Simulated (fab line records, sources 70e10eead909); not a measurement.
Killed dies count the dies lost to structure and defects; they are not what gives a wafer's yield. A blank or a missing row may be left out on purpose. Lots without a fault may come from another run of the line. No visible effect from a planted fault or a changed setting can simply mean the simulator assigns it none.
fab line records | flow nand-harc
record: lots: 13 | wafers: 39 | last-day: 34
route steps=1302 shown P_ZERO_WELL@68 P_STI@91 P_GATE@119 END@1302
lots that met no fault: taken from a fault-free run of the same line
start-h: hours from the record's opening day to when the first of the lot's shown wafers began | wait-h: hours since the lot's step before | " identical to the entry in the row above | L1.1+2: one row covering several wafers at once | - no value, or no start was given | * or withheld: withheld | < > ~ a bound
route shown NAME@n: a module of which the file shows steps, and the number in the route of the first | usual: average and standard deviation across the fault-free wafers | same: alike in all rows | chamber/n: place in a boat | sites: each site's reading | _std_site: their standard deviation | _edge_site: inner sites' mean taken away from outer sites' mean | radius-mm: for every site, how far away it sits from the centre of the wafer | mask NAME#n: copy n | behind: tool/chamber where the wafer was last shaped | hold: why the lot went on hold/how many hours it stayed there/how the hold came to an end | device: whichever transistor did not switch (one of n, p or np) | end of line: the tests these same wafers got at the end of their route | a step with no rows: only its recipe | killed: at the first sort, the dies lost to defects and structure; wafer yield is something else | map: shows each die of a wafer: x if killed, . if not, _ if none is there
set.NAME: the setting the step ran with; set.NAME@STEP: the setting that earlier step ran with | model.NAME: the simulator's own value behind a step, which no gauge read
steps of the route over a sample of lots; a table a step, a row a wafer
services: the hour from which a tool's chamber was out of use, counted from the record's first day as start-h (under 0 if before that day), plus the number of hours and why
== steps ==
step: NHARC_P_ZERO_WELL_INSPECT_43
usual: raw-defect-count: 13/5.4
lot.wafer | tool              | chamber | start-h | wait-h | raw-defect-count
L921.1    | defect-inspect-01 | -       | 27.62   | 0.6    | 12
L921.3    | "                 | -       | "       | "      | 8
L921.5    | "                 | -       | "       | "      | 5
L922.1    | defect-inspect-01 | -       | 37.61   | 0.6    | 19
L922.2    | "                 | -       | "       | "      | 14
L922.4    | "                 | -       | "       | "      | 13
L923.1    | defect-inspect-02 | -       | 47.55   | 0.6    | 14
L923.4    | "                 | -       | "       | "      | 7
L923.5    | "                 | -       | "       | "      | 6
L926.1    | defect-inspect-01 | -       | 77.81   | 0.6    | 6
L926.2    | "                 | -       | "       | "      | 11
L926.6    | "                 | -       | "       | "      | 11
L927.3    | defect-inspect-01 | -       | 87.70   | 0.4    | 10
L927.5    | "                 | -       | "       | "      | 17
L927.6    | "                 | -       | "       | "      | 10
L929.1    | defect-inspect-01 | -       | 109.39  | 0.6    | 11
L929.2    | "                 | -       | "       | "      | 8
L929.3    | "                 | -       | "       | "      | 10
L930.1    | defect-inspect-01 | -       | 117.57  | 0.6    | 21
L930.5    | "                 | -       | "       | "      | 25
L930.6    | "                 | -       | "       | "      | 20
L931.3    | defect-inspect-02 | -       | 127.48  | 0.4    | 8
L931.4    | "                 | -       | "       | "      | 10
L931.6    | "                 | -       | "       | "      | 9
L935.1    | defect-inspect-02 | -       | 167.58  | 0.6    | 14
L935.5    | "                 | -       | "       | "      | 14
L935.6    | "                 | -       | "       | "      | 23
L937.2    | defect-inspect-01 | -       | 187.79  | 0.5    | 10
L937.4    | "                 | -       | "       | "      | 18
L937.6    | "                 | -       | "       | "      | 13
L939.3    | defect-inspect-01 | -       | 207.60  | 0.4    | 7
L939.4    | "                 | -       | "       | "      | 11
L939.5    | "                 | -       | "       | "      | 8
L943.1    | defect-inspect-01 | -       | 247.68  | 0.6    | 10
L943.2    | "                 | -       | "       | "      | 16
L943.5    | "                 | -       | "       | "      | 5
L944.2    | defect-inspect-01 | -       | 257.54  | 0.5    | 9
L944.4    | "                 | -       | "       | "      | 4
L944.6    | "                 | -       | "       | "      | 9
step: NHARC_P_STI_CD_MEAS_16
usual: cd-nm: 199.2/1.8
lot.wafer | tool      | chamber | start-h | wait-h | cd-nm
L921.1    | cd-sem-01 | -       | 44.91   | -      | 198.0
L921.3    | "         | -       | "       | "      | 198.9
L921.5    | "         | -       | "       | "      | 198.9
L922.1    | cd-sem-01 | -       | 57.73   | -      | 197.9
L922.2    | "         | -       | "       | "      | 200.4
L922.4    | "         | -       | "       | "      | 199.2
L923.1    | cd-sem-01 | -       | 67.86   | -      | 198.2
L923.4    | "         | -       | "       | "      | 197.2
L923.5    | "         | -       | "       | "      | 199.2
L926.1    | cd-sem-03 | -       | 98.42   | -      | 201.9
L926.2    | "         | -       | "       | "      | 200.2
L926.6    | "         | -       | "       | "      | 198.8
L927.3    | cd-sem-02 | -       | 106.70  | -      | 201.4
L927.5    | "         | -       | "       | "      | 201.5
L927.6    | "         | -       | "       | "      | 201.2
L929.1    | cd-sem-02 | -       | 127.36  | -      | 199.7
L929.2    | "         | -       | "       | "      | 196.2
L929.3    | "         | -       | "       | "      | 198.5
L930.1    | cd-sem-01 | -       | 134.00  | -      | 199.9
L930.5    | "         | -       | "       | "      | 198.8
L930.6    | "         | -       | "       | "      | 199.3
L931.3    | cd-sem-01 | -       | 143.53  | -      | 198.2
L931.4    | "         | -       | "       | "      | 196.5
L931.6    | "         | -       | "       | "      | 198.5
L935.1    | cd-sem-03 | -       | 188.14  | -      | 200.5
L935.5    | "         | -       | "       | "      | 200.9
L935.6    | "         | -       | "       | "      | 198.9
L937.2    | cd-sem-03 | -       | 203.17  | -      | 200.3
L937.4    | "         | -       | "       | "      | 198.9
L937.6    | "         | -       | "       | "      | 199.1
L939.3    | cd-sem-01 | -       | 223.70  | -      | 197.5
L939.4    | "         | -       | "       | "      | 199.9
L939.5    | "         | -       | "       | "      | 196.9
L943.1    | cd-sem-03 | -       | 263.58  | -      | 199.1
L943.2    | "         | -       | "       | "      | 196.5
L943.5    | "         | -       | "       | "      | 197.0
L944.2    | cd-sem-02 | -       | 275.49  | -      | 195.9
L944.4    | "         | -       | "       | "      | 196.5
L944.6    | "         | -       | "       | "      | 197.6
step: NHARC_P_GATE_EXPOSE_08
recipe: na: 0.6 | dose-mj: 16.75 | mask-id: P_HV
usual: exposure-dose-mJ-cm2: 16.751/0.018 | focus-offset-nm: -0.1/0.5
lot.wafer | tool           | chamber | start-h | wait-h | mask   | exposure-dose-mJ-cm2 | focus-offset-nm
L921.1    | krf-scanner-03 | 0       | 79.22   | -      | P_HV#0 | 16.745               | -0.9
L921.3    | "              | 0       | "       | "      | P_HV#0 | 16.755               | -1.2
L921.5    | "              | 0       | "       | "      | P_HV#0 | 16.751               | -0.4
L922.1    | krf-scanner-03 | 0       | 95.66   | -      | P_HV#0 | 16.769               | -0.5
L922.2    | "              | 0       | "       | "      | P_HV#0 | 16.768               | -0.5
L922.4    | "              | 0       | "       | "      | P_HV#0 | 16.740               | -0.6
L923.1    | krf-scanner-04 | 0       | 109.44  | -      | P_HV#0 | 16.753               | -1.2
L923.4    | "              | 0       | "       | "      | P_HV#0 | 16.749               | -0.1
L923.5    | "              | 0       | "       | "      | P_HV#0 | 16.786               | 0.1
L926.1    | krf-scanner-04 | 0       | 136.83  | -      | P_HV#0 | 16.762               | -0.3
L926.2    | "              | 0       | "       | "      | P_HV#0 | 16.759               | 0.1
L926.6    | "              | 0       | "       | "      | P_HV#0 | 16.763               | -0.8
L927.3    | krf-scanner-02 | 0       | 141.62  | -      | P_HV#0 | 16.750               | -0.2
L927.5    | "              | 0       | "       | "      | P_HV#0 | 16.743               | 0.1
L927.6    | "              | 0       | "       | "      | P_HV#0 | 16.755               | 0.7
L929.1    | krf-scanner-04 | 0       | 167.35  | -      | P_HV#0 | 16.725               | -0.1
L929.2    | "              | 0       | "       | "      | P_HV#0 | 16.724               | 0.1
L929.3    | "              | 0       | "       | "      | P_HV#0 | 16.748               | -0.2
L930.1    | krf-scanner-04 | 0       | 167.38  | -      | P_HV#0 | 16.767               | 0.0
L930.5    | "              | 0       | "       | "      | P_HV#0 | 16.746               | 0.8
L930.6    | "              | 0       | "       | "      | P_HV#0 | 16.763               | 0.0
L931.3    | krf-scanner-02 | 0       | 185.00  | -      | P_HV#0 | 16.765               | 0.1
L931.4    | "              | 0       | "       | "      | P_HV#0 | 16.755               | 0.2
L931.6    | "              | 0       | "       | "      | P_HV#0 | 16.737               | 0.3
L935.1    | krf-scanner-04 | 0       | 227.76  | -      | P_HV#0 | 16.391               | 0.2
L935.5    | "              | 0       | "       | "      | P_HV#0 | 16.408               | -0.2
L935.6    | "              | 0       | "       | "      | P_HV#0 | 16.408               | 0.9
L937.2    | krf-scanner-04 | 0       | 241.98  | -      | P_HV#0 | 16.392               | -0.5
L937.4    | "              | 0       | "       | "      | P_HV#0 | 16.391               | 0.0
L937.6    | "              | 0       | "       | "      | P_HV#0 | 16.420               | 0.4
L939.3    | krf-scanner-04 | 0       | 260.40  | -      | P_HV#0 | 16.371               | -0.3
L939.4    | "              | 0       | "       | "      | P_HV#0 | 16.393               | 0.2
L939.5    | "              | 0       | "       | "      | P_HV#0 | 16.363               | -0.7
L943.1    | krf-scanner-02 | 0       | 297.71  | -      | P_HV#0 | 16.747               | -0.1
L943.2    | "              | 0       | "       | "      | P_HV#0 | 16.710               | 0.2
L943.5    | "              | 0       | "       | "      | P_HV#0 | 16.741               | 0.2
L944.2    | krf-scanner-02 | 0       | 312.12  | -      | P_HV#0 | 16.747               | 0.2
L944.4    | "              | 0       | "       | "      | P_HV#0 | 16.769               | 0.8
L944.6    | "              | 0       | "       | "      | P_HV#0 | 16.739               | 0.4
step: NHARC_P_GATE_DESCUM_13
recipe: time-s: 3 | o2-flow-sccm: 200 | ar-flow-sccm: 0 | bias-power-w: 0 | chemistry: O2
usual: drypump-motor-current-A: 5.7/0.44 | oes-product-au: 0.998/0.0083 | rf-vpp-V: 57.9/0.84 | showerhead-plenum-p-Torr: 1.95/0.072 | throttle-valve-pct: 11.311/0.0087
lot.wafer | tool        | chamber | start-h | wait-h | drypump-motor-current-A | oes-product-au | rf-hours-counter-h | rf-vpp-V | showerhead-plenum-p-Torr | throttle-valve-pct
L921.3    | rie-diel-07 | 3       | 79.53   | -      | 5.8                     | 0.989          | 5.8                | 58.4     | 2.01                     | 11.311
L921.1    | "           | 0       | "       | "      | 6.3                     | 0.980          | 5.3                | 57.2     | 1.82                     | 11.299
L921.5    | "           | 0       | "       | "      | 6.3                     | 0.990          | -                  | 56.3     | 1.82                     | 11.308
L922.1    | rie-diel-10 | 3       | 96.04   | -      | 5.6                     | 0.997          | 0.7                | 59.5     | 1.97                     | 11.301
L922.4    | "           | 0       | "       | "      | 5.5                     | 1.003          | 0.7                | 58.6     | 1.94                     | 11.310
L922.2    | "           | 1       | "       | "      | 6.1                     | 1.014          | 0.9                | 57.0     | 1.86                     | 11.308
L923.1    | rie-diel-10 | 1       | 109.75  | -      | 6.0                     | 0.999          | 1.2                | 57.9     | 1.86                     | 11.316
L923.4    | "           | 2       | "       | "      | 6.1                     | 0.999          | 1.2                | 58.7     | 2.04                     | 11.327
L923.5    | "           | 2       | "       | "      | 6.1                     | 1.003          | -                  | 58.7     | 2.04                     | 11.313
L926.2    | rie-diel-10 | 1       | 137.17  | -      | 6.0                     | 1.005          | 4.1                | 57.1     | 1.85                     | 11.302
L926.1    | "           | 2       | "       | "      | 6.1                     | 0.993          | 2.9                | 58.4     | 2.04                     | 11.309
L926.6    | "           | 3       | "       | "      | 5.6                     | 0.982          | -                  | 57.5     | 1.97                     | 11.316
L927.3    | rie-diel-07 | 2       | 141.94  | -      | 5.0                     | 0.997          | 0.3                | 56.9     | 1.92                     | 11.305
L927.5    | "           | 1       | "       | "      | 6.1                     | 0.996          | -                  | 56.7     | 1.87                     | 11.322
L927.6    | "           | 2       | "       | "      | 5.0                     | 0.989          | -                  | 57.3     | 1.92                     | 11.317
L929.2    | rie-diel-07 | 2       | 167.67  | -      | 5.0                     | 0.995          | 2.1                | 57.2     | 1.92                     | 11.303
L929.3    | "           | 0       | "       | "      | 6.3                     | 0.999          | 3.1                | 56.9     | 1.81                     | 11.312
L929.1    | "           | 1       | "       | "      | 6.1                     | 0.997          | 2.4                | 57.7     | 1.87                     | 11.305
L930.1    | rie-diel-10 | 1       | 167.74  | -      | 6.1                     | 0.996          | 5.9                | 58.1     | 1.85                     | 11.297
L930.6    | "           | 2       | "       | "      | 6.1                     | 1.004          | -                  | 57.6     | 2.04                     | 11.314
L930.5    | "           | 3       | "       | "      | 5.6                     | 0.994          | -                  | 59.1     | 1.97                     | 11.306
L931.3    | rie-diel-07 | 3       | 185.31  | -      | 5.8                     | 1.003          | 4.4                | 57.6     | 2.01                     | 11.304
L931.4    | "           | 1       | "       | "      | 6.1                     | 0.996          | 3.5                | 57.3     | 1.87                     | 11.324
L931.6    | "           | 3       | "       | "      | 5.8                     | 0.997          | -                  | 58.6     | 2.01                     | 11.306
L935.1    | rie-diel-10 | 3       | 228.10  | -      | 5.6                     | 0.988          | 8.1                | 57.6     | 1.97                     | 11.307
L935.6    | "           | 1       | "       | "      | 6.0                     | 0.994          | -                  | 58.5     | 1.85                     | 11.310
L935.5    | "           | 2       | "       | "      | 6.1                     | 0.993          | -                  | 57.5     | 2.04                     | 11.313
L937.2    | rie-diel-13 | 1       | 242.29  | -      | 5.5                     | 0.987          | 3.7                | 57.7     | 2.05                     | 11.323
L937.4    | "           | 2       | "       | "      | 5.0                     | 1.007          | 4.3                | 57.5     | 2.00                     | 11.313
L937.6    | "           | 2       | "       | "      | 5.0                     | 1.001          | -                  | 56.7     | 2.00                     | 11.304
L939.3    | rie-diel-07 | 0       | 260.72  | -      | 6.3                     | 0.999          | 9.8                | 56.1     | 1.81                     | 11.306
L939.4    | "           | 1       | "       | "      | 6.1                     | 0.994          | 7.2                | 55.9     | 1.87                     | 11.298
L939.5    | "           | 0       | "       | "      | 6.3                     | 0.976          | -                  | 55.8     | 1.81                     | 11.303
L943.2    | rie-diel-10 | 2       | 298.03  | -      | 6.1                     | 0.989          | 1.9                | 58.4     | 2.04                     | 11.305
L943.1    | "           | 1       | "       | "      | 6.0                     | 0.998          | 2.4                | 58.6     | 1.85                     | 11.305
L943.5    | "           | 2       | "       | "      | 6.1                     | 0.988          | -                  | 56.8     | 2.04                     | 11.308
L944.2    | rie-diel-07 | 2       | 312.44  | -      | 5.0                     | 0.983          | 0.4                | 57.7     | 1.92                     | 11.320
L944.4    | "           | 3       | "       | "      | 5.8                     | 0.995          | 0.4                | 57.9     | 2.01                     | 11.314
L944.6    | "           | 3       | "       | "      | 5.8                     | 0.998          | -                  | 58.5     | 2.01                     | 11.316
step: NHARC_END_SORT_01
recipe: temp-c: 25
usual: killed-at-array: 54/23 | killed-at-other: 1.2/1.5 | killed-at-periphery: 3.9/2.5 | killed-dies: 59/23 | killed-open: 3.2/1.7 | killed-short: 2.4/1.6
same: gross-dies: 677
lot.wafer | tool      | chamber | start-h | wait-h | killed-at-array | killed-at-other | killed-at-periphery | killed-dies | killed-open | killed-short
L921.1    | prober-01 | 0       | 565.62  | 2.5    | 84              | 0               | 5                   | 89          | 3           | 1
L921.3    | prober-01 | 0       | 567.22  | 3.1    | 78              | 2               | 7                   | 87          | 4           | 1
L921.5    | prober-01 | 0       | 568.82  | 3.7    | 84              | 0               | 3                   | 87          | 2           | 2
L922.1    | prober-02 | 0       | 573.94  | 2.5    | 57              | 1               | 6                   | 64          | 4           | 1
L922.2    | prober-02 | 0       | 574.74  | 2.8    | 65              | 0               | 5                   | 70          | 1           | 2
L922.4    | prober-02 | 0       | 576.35  | 3.4    | 69              | 1               | 7                   | 77          | 3           | 1
L927.3    | prober-02 | 0       | 632.51  | 3.1    | 25              | 2               | 2                   | 29          | 3           | 1
L927.5    | prober-02 | 0       | 634.11  | 3.7    | 19              | 5               | 3                   | 27          | 2           | 0
L927.6    | prober-02 | 0       | 634.91  | 4.0    | 24              | 1               | 1                   | 26          | 3           | 2
L931.3    | prober-02 | 0       | 660.50  | 3.1    | 76              | 1               | 1                   | 78          | 4           | 4
L931.4    | prober-02 | 0       | 661.30  | 3.4    | 74              | 0               | 0                   | 74          | 0           | 3
L931.6    | prober-02 | 0       | 662.90  | 4.0    | 82              | 1               | 2                   | 85          | 7           | 4
L935.1    | prober-02 | 0       | 713.84  | 2.5    | 20              | 0               | 8                   | 28          | 5           | 3
L935.5    | prober-02 | 0       | 717.10  | 3.8    | 23              | 1               | 10                  | 34          | 2           | 3
L935.6    | prober-02 | 0       | 717.91  | 4.1    | 25              | 0               | 4                   | 29          | 4           | 1
L937.2    | prober-01 | 0       | 734.89  | 2.8    | 58              | 1               | 1                   | 60          | 4           | 4
L937.4    | prober-01 | 0       | 736.49  | 3.4    | 65              | 0               | 4                   | 69          | 5           | 1
L937.6    | prober-01 | 0       | 738.09  | 4.0    | 69              | 0               | 4                   | 73          | 1           | 0
L939.3    | prober-02 | 0       | 750.52  | 3.2    | 75              | 1               | 3                   | 79          | 1           | 0
L939.4    | prober-02 | 0       | 751.34  | 3.5    | 82              | 0               | 4                   | 86          | 2           | 3
L939.5    | prober-02 | 0       | 752.15  | 3.8    | 83              | 0               | 3                   | 86          | 3           | 2
killed by level:class
L921.1 A_CHANNEL_HOLE_D2:chamber-film-flake=39 A_CHANNEL_HOLE_D1:chamber-film-flake=25 A_WL_FILL:chamber-film-flake=5 A_STAIRCASE:chamber-film-flake=4 A_CONTACT:chamber-film-flake=4 P_GATE:chamber-film-flake=3 A_CONTACT:geometric-particle:open=2 P_ZERO_WELL:chamber-film-flake=2
L921.3 A_CHANNEL_HOLE_D1:chamber-film-flake=36 A_CHANNEL_HOLE_D2:chamber-film-flake=28 P_M0:chamber-film-flake=7 A_CONTACT:chamber-film-flake=5 STARTING-WAFER:geometric-particle:open=2 A_SGD_CUT:chamber-film-flake=2 A_ONON_D1:geometric-particle:open=1 A_WL_FILL:geometric-particle:short=1
L921.5 A_CHANNEL_HOLE_D2:chamber-film-flake=34 A_CHANNEL_HOLE_D1:chamber-film-flake=31 A_CONTACT:chamber-film-flake=5 A_STAIRCASE:chamber-film-flake=3 A_WL_FILL:chamber-film-flake=3 A_M0:geometric-particle:short=2 A_SGD_CUT:chamber-film-flake=2 A_ONON_D2:geometric-particle:open=1
L922.1 A_CHANNEL_HOLE_D2:chamber-film-flake=30 A_SLIT:chamber-film-flake=15 P_M1:chamber-film-flake=4 A_CHANNEL_FILL_D1:geometric-particle:open=2 A_CONTACT:geometric-particle:open=2 P_ZERO_WELL:chamber-film-flake=2 A_CONTACT:chamber-film-flake=2 A_M0:chamber-film-flake=2
L922.2 A_CHANNEL_HOLE_D2:chamber-film-flake=42 A_SLIT:chamber-film-flake=19 A_CONTACT:chamber-film-flake=3 P_M1:chamber-film-flake=2 P_GATE:geometric-particle:open=1 P_BONDPAD:geometric-particle:short=1 A_CHANNEL_HOLE_D2:geometric-particle:short=1 P_STI:chamber-film-flake=1
L922.4 A_CHANNEL_HOLE_D2:chamber-film-flake=36 A_SLIT:chamber-film-flake=23 P_M1:chamber-film-flake=4 A_CONTACT:chamber-film-flake=3 A_WL_FILL:chamber-film-flake=2 P_M2:geometric-particle:open=1 A_WL_FILL:geometric-particle:short=1 A_WL_FILL:geometric-particle:open=1
L927.3 A_CHANNEL_HOLE_D2:chamber-film-flake=9 A_CONTACT:chamber-film-flake=5 A_SLIT:chamber-film-flake=2 A_WL_FILL:chamber-film-flake=2 A_BONDPAD:chamber-film-flake=2 THIN_TSV:chamber-film-flake=2 P_CONTACT:geometric-particle:open=1 A_CHANNEL_FILL_D1:geometric-particle:short=1
L927.5 A_CHANNEL_HOLE_D2:chamber-film-flake=8 THIN_TSV:chamber-film-flake=5 A_CONTACT:chamber-film-flake=3 P_ZERO_WELL:chamber-film-flake=2 A_CHANNEL_FILL_D1:geometric-particle:open=1 A_M0:geometric-particle:open=1 P_STI:chamber-film-flake=1 A_CHANNEL_HOLE_D1:chamber-film-flake=1
L927.6 A_CHANNEL_HOLE_D2:chamber-film-flake=9 A_CHANNEL_HOLE_D1:chamber-film-flake=6 A_DECK1_JOINT:chamber-film-flake=2 A_CONTACT:chamber-film-flake=2 P_M2:geometric-particle:open=1 A_DECK1_JOINT:geometric-particle:open=1 A_STAIRCASE:geometric-particle:short=1 A_WL_FILL:geometric-particle:short=1
L931.3 A_CHANNEL_HOLE_D1:chamber-film-flake=32 A_SLIT:chamber-film-flake=27 A_CHANNEL_HOLE_D2:chamber-film-flake=3 A_CHANNEL_HOLE_D2:geometric-particle:short=2 A_ZERO_WELL:chamber-film-flake=2 A_DECK1_JOINT:chamber-film-flake=2 A_CONTACT:chamber-film-flake=2 P_M1:geometric-particle:open=1
L931.4 A_CHANNEL_HOLE_D1:chamber-film-flake=38 A_SLIT:chamber-film-flake=23 A_CHANNEL_HOLE_D2:chamber-film-flake=4 A_ZERO_WELL:chamber-film-flake=3 A_CONTACT:chamber-film-flake=2 A_DECK1_JOINT:geometric-particle:short=1 A_ONON_D2:geometric-particle:short=1 A_WL_FILL:geometric-particle:short=1
L931.6 A_CHANNEL_HOLE_D1:chamber-film-flake=34 A_SLIT:chamber-film-flake=29 A_M0:geometric-particle:open=3 A_ONON_D2:geometric-particle:short=2 A_ZERO_WELL:chamber-film-flake=2 A_CHANNEL_FILL_D2:chamber-film-flake=2 P_M0:geometric-particle:open=1 A_CHANNEL_FILL_D1:geometric-particle:short=1
L935.1 A_CHANNEL_HOLE_D1:chamber-film-flake=7 A_STAIRCASE:chamber-film-flake=5 P_GATE:chamber-film-flake=2 A_CHANNEL_FILL_D1:chamber-film-flake=2 A_SLIT:chamber-film-flake=2 P_GATE:geometric-particle:open=1 P_CONTACT:geometric-particle:open=1 P_M0:geometric-particle:short=1
L935.5 A_CHANNEL_HOLE_D1:chamber-film-flake=9 P_M2:chamber-film-flake=5 P_GATE:chamber-film-flake=3 A_SLIT:chamber-film-flake=3 P_STI:chamber-film-flake=2 A_STAIRCASE:chamber-film-flake=2 A_SOURCE_PLATE:geometric-particle:short=1 A_CHANNEL_FILL_D1:geometric-particle:open=1
L935.6 A_CHANNEL_HOLE_D1:chamber-film-flake=11 P_GATE:chamber-film-flake=3 A_DECK1_JOINT:chamber-film-flake=3 A_STAIRCASE:chamber-film-flake=2 P_M2:geometric-particle:open=1 A_SOURCE_PLATE:geometric-particle:open=1 A_CHANNEL_FILL_D1:geometric-particle:open=1 A_WL_FILL:geometric-particle:short=1
L937.2 A_CHANNEL_HOLE_D1:chamber-film-flake=28 A_SLIT:chamber-film-flake=17 A_STAIRCASE:chamber-film-flake=3 A_CONTACT:chamber-film-flake=2 A_ONON_D1:geometric-particle:open=1 A_ONON_D1:geometric-particle:short=1 A_CHANNEL_HOLE_D1:geometric-particle:open=1 A_DECK1_JOINT:geometric-particle:short=1
L937.4 A_CHANNEL_HOLE_D1:chamber-film-flake=27 A_SLIT:chamber-film-flake=20 A_STAIRCASE:chamber-film-flake=7 A_CONTACT:chamber-film-flake=4 A_DECK1_JOINT:geometric-particle:open=2 P_ZERO_WELL:chamber-film-flake=2 P_GATE:chamber-film-flake=2 A_ONON_D2:geometric-particle:open=1
L937.6 A_CHANNEL_HOLE_D1:chamber-film-flake=28 A_SLIT:chamber-film-flake=23 A_CONTACT:chamber-film-flake=6 A_STAIRCASE:chamber-film-flake=5 P_GATE:chamber-film-flake=4 A_ZERO_WELL:chamber-film-flake=2 A_WL_FILL:chamber-film-flake=2 A_M0:geometric-particle:open=1
L939.3 A_CHANNEL_HOLE_D1:chamber-film-flake=32 A_CHANNEL_HOLE_D2:chamber-film-flake=25 A_SLIT:chamber-film-flake=7 A_CONTACT:chamber-film-flake=7 A_STAIRCASE:chamber-film-flake=3 P_BONDPAD:chamber-film-flake=2 P_M1:geometric-particle:open=1 A_BONDPAD:chamber-film-flake=1
L939.4 A_CHANNEL_HOLE_D1:chamber-film-flake=39 A_CHANNEL_HOLE_D2:chamber-film-flake=17 A_CONTACT:chamber-film-flake=11 A_SLIT:chamber-film-flake=6 P_M0:chamber-film-flake=2 A_WL_FILL:chamber-film-flake=2 P_CONTACT:geometric-particle:open=1 A_CHANNEL_FILL_D1:geometric-particle:short=1
L939.5 A_CHANNEL_HOLE_D1:chamber-film-flake=38 A_CHANNEL_HOLE_D2:chamber-film-flake=23 A_SLIT:chamber-film-flake=8 A_CONTACT:chamber-film-flake=4 A_STAIRCASE:chamber-film-flake=3 A_SGD_CUT:chamber-film-flake=2 P_STI:geometric-particle:open=1 P_GATE:geometric-particle:open=1
== services ==
tool           | chamber | start-h | hours | kind
rie-diel-10    | -       | 65.50   | 9.0   | pm
krf-scanner-04 | -       | 74.51   | 6.2   | repair
rie-diel-07    | 2       | 86.73   | 1.4   | repair
krf-scanner-02 | -       | 94.00   | 4.0   | pm
rie-diel-13    | 3       | 96.93   | 3.6   | repair
rie-diel-07    | 0       | 99.77   | 5.6   | repair
krf-scanner-02 | -       | 111.57  | 1.1   | repair
rie-diel-13    | 3       | 114.74  | 10.1  | repair
rie-diel-07    | -       | 117.20  | 9.0   | pm
rie-diel-10    | 2       | 132.29  | 2.6   | repair
krf-scanner-04 | -       | 161.83  | 2.0   | repair
rie-diel-13    | -       | 165.05  | 9.0   | pm
krf-scanner-04 | -       | 182.00  | 4.0   | pm
krf-scanner-03 | -       | 184.27  | 35.9  | repair
rie-diel-13    | 1       | 211.78  | 4.5   | repair
krf-scanner-03 | -       | 224.00  | 4.0   | pm
rie-diel-13    | -       | 224.48  | 1.4   | repair
rie-diel-07    | 1       | 241.12  | 4.1   | repair
rie-diel-10    | -       | 242.50  | 9.0   | pm
rie-diel-10    | -       | 261.09  | 1.0   | repair
krf-scanner-02 | -       | 266.00  | 4.0   | pm
krf-scanner-03 | -       | 269.46  | 1.4   | repair
rie-diel-07    | -       | 271.60  | 0.8   | repair
rie-diel-07    | -       | 294.20  | 9.0   | pm
== key ==
first-sign: step: NHARC_P_GATE_EXPOSE_08 | reading: exposure-dose-mJ-cm2 | direction: down | sigmas: 20 | usual: 16.751 | struck: 16.393
effect none on later readings
met-at NHARC_P_GATE_EXPOSE_08
struck-lots L935,L937,L939
tester-left-out L935,L937,L939
not-acting-at NHARC_P_ZERO_WELL_INSPECT_43,NHARC_P_STI_CD_MEAS_16,NHARC_P_GATE_DESCUM_13
onset-between 167.38 227.76
fault: kind: process-parameter-drift | tool: krf-scanner-04 | chamber: - | onset-h: 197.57 | steps: NHARC_P_GATE_EXPOSE_08 | channel: dose-mj | offset: -0.36569 | shape: step | acts-in: these-recipes-only | stated: 16.75
tester-left-out: of these lots the tester's yield and bins aren't shown, on N5 and GAA mostly nor the transistor test; their killed dies are dies lost to structure and defects alone, not to doping, threshold or leakage, so they don't give the yield
